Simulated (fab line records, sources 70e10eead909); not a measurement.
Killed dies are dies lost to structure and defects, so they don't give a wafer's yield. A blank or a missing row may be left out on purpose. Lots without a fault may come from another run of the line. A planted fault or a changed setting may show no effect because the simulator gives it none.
Chamber matching | flow nand_harc | NHARC_A_CHANNEL_FILL_D1_ALD_02 on ald_hk-02: 4 sister chambers
The step deposits SiO2, target thk 6 nm, pulse time 10 s, ald cycles 60. 4 wafers are shown with their chamber, then 7 later ones without.

WAFERS WITH THEIR CHAMBER
wafer  | chamber | heater_power_w (W)
L876.5 | 1       | 440
L880.5 | 3       | 452
L882.3 | 2       | 534
L882.4 | 0       | 466

WAFERS WITHOUT THEIR CHAMBER
wafer  | heater_power_w (W)
L882.6 | 532
L894.1 | 451
L894.2 | 570
L894.6 | 443
L896.1 | 459
L896.3 | 570
L896.5 | 450

WHICH CHAMBER EACH WENT THROUGH
wafer  | from the rows above          | in truth
L882.6 | 2                            | 2
L894.1 | can't be placed: 3 or 1 or 0 | 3
L894.2 | 2                            | 2
L894.6 | can't be placed: 1 or 3 or 0 | 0
L896.1 | can't be placed: 0 or 3 or 1 | 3
L896.3 | 2                            | 2
L896.5 | can't be placed: 3 or 1 or 0 | 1
Placed correctly: 3 of 7. Can't be placed from these rows: 4 (the true chamber is among the candidates in 4). Placed wrongly: 0.
How it was worked out, from the rows above alone: a wafer's distance from a chamber is the root of the sum, over the readings, of the square of ((its reading less the chamber's mean) divided by the reading's scatter). The wafer belongs to the nearest chamber; if the next one is less than 2 further off, it can't be placed. A chamber's mean is the mean of its shown wafers. The scatter: with one shown wafer a chamber, the root of the mean of the squares of how far each hidden wafer lies from its nearest shown one.
